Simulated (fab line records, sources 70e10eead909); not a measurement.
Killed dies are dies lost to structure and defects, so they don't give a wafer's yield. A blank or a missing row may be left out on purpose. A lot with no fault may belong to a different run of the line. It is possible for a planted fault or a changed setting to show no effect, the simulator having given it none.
Which of the tools did it?    flow nand harc    12 lots, 36 wafers sampled, at 4 steps of a route of 1159

## WHAT THE GAUGES SHOWED, per wafer
NHARC_A_M1_INSPECT_11.
lot   measured      on                 raw defect count
L074  day 18 00:37  defect inspect-01  15 15 11
L076  day 18 14:52  defect inspect-01  30 35 18
L080  day 18 22:45  defect inspect-01  37 39 34
L083  day 19 10:09  defect inspect-01  42 30 38
L081  day 19 22:37  defect inspect-02  10 8 12
L084  day 20 02:26  defect inspect-01  34 28 36
L087  day 20 14:05  defect inspect-01  38 26 31
L086  day 21 04:26  defect inspect-02  54 48 53
L091  day 22 04:33  defect inspect-02  25 16 18
L093  day 22 06:21  defect inspect-02  62 45 51
L094  day 23 11:04  defect inspect-01  10 21 17
L097  day 23 18:20  defect inspect-02  38 37 34

## WHAT TOOL EACH LOT RAN ON (gives the tool, then ch and the chambers of the sampled wafers, and finally the start)
lot   NHARC_A_CONTACT_ALD_18               NHARC_A_BLC_CVD_24                        NHARC_A_M0_DEP_32
L074  ald metal-04 ch 0,1,3, day 17 05:05  cvd w-01 ch 0,1, day 17 23:20 or earlier  pecvd-02 ch 0,2, day 17 23:20
L076  ald metal-04 ch 0,2,3, day 17 18:19  cvd w-01 ch 0,1, day 18 13:32 or earlier  pecvd-02 ch 1,2, day 18 13:32
L080  ald metal-03 ch 0,1,3, day 18 06:33  cvd w-01 ch 0,1, day 18 21:14 or earlier  pecvd-04 ch 0,1,2, day 18 21:14
L083  ald metal-04 ch 0,2,3, day 18 21:41  cvd w-01 ch 0,1, day 19 08:39 or earlier  pecvd-03 ch 0,1,2, day 19 08:39
L081  ald metal-01 ch 1,2,3, day 19 09:11  cvd w-01 ch 1, day 19 21:15 or earlier    pecvd-04 ch 0,1, day 19 21:15
L084  ald metal-03 ch 1,2,3, day 19 12:47  cvd w-01 ch 0,1, day 20 00:58 or earlier  pecvd-04 ch 0,1,2, day 20 00:58
L087  ald metal-03 ch 0,1,2, day 20 03:48  cvd w-02 ch 0,1, day 20 12:43 or earlier  pecvd-03 ch 0,1, day 20 12:43
L086  ald metal-03 ch 0,1,3, day 20 14:01  cvd w-02 ch 1, day 21 03:04 or earlier    pecvd-04 ch 0,1,2, day 21 03:04
L091  ald metal-04 ch 0,1,3, day 21 11:46  cvd w-01 ch 0,1, day 22 03:14 or earlier  pecvd-02 ch 1,2, day 22 03:14
L093  ald metal-03 ch 0,2,3, day 21 15:27  cvd w-01 ch 0,1, day 22 05:04 or earlier  pecvd-03 ch 0,2, day 22 05:04
L094  ald metal-03 ch 1,2,3, day 22 16:11  cvd w-02 ch 0,1, day 23 09:34 or earlier  pecvd-04 ch 1,2, day 23 09:34
L097  ald metal-01 ch 1,2,3, day 23 03:37  cvd w-02 ch 0,1, day 23 16:51 or earlier  pecvd-04 ch 0,1, day 23 16:51
- NHARC_A_CONTACT_ALD_18: deposits TiN, target thk 3 nm, pulse time 1 s, ald cycles 150.
- NHARC_A_BLC_CVD_24: deposits W, target thk 150 nm, time 434 s.
- NHARC_A_M0_DEP_32: deposits SiCN, target thk 30 nm.

## THE ANSWER, worked out from the rows above alone
Rule: the lots themselves supply what counts as usual. The widest of any qualifying gaps counts: lots, ordered by their means at a reading, are off when they make up no more than a third of the lots, leave a main group of 4 or more, and stand apart from it by 3 or more times the standard deviation of that group's means. If all means in a main group match to the digits the tables above print for the reading, that group is not used. A lot without any number at a reading at which 4 lots or more have one is off too. Any other lot the step has rows for is counted as sound.
No lot is off on any of the readings shown, so nothing can be concluded from this.

## WHAT HAD BEEN PUT IN BY THE SIMULATOR
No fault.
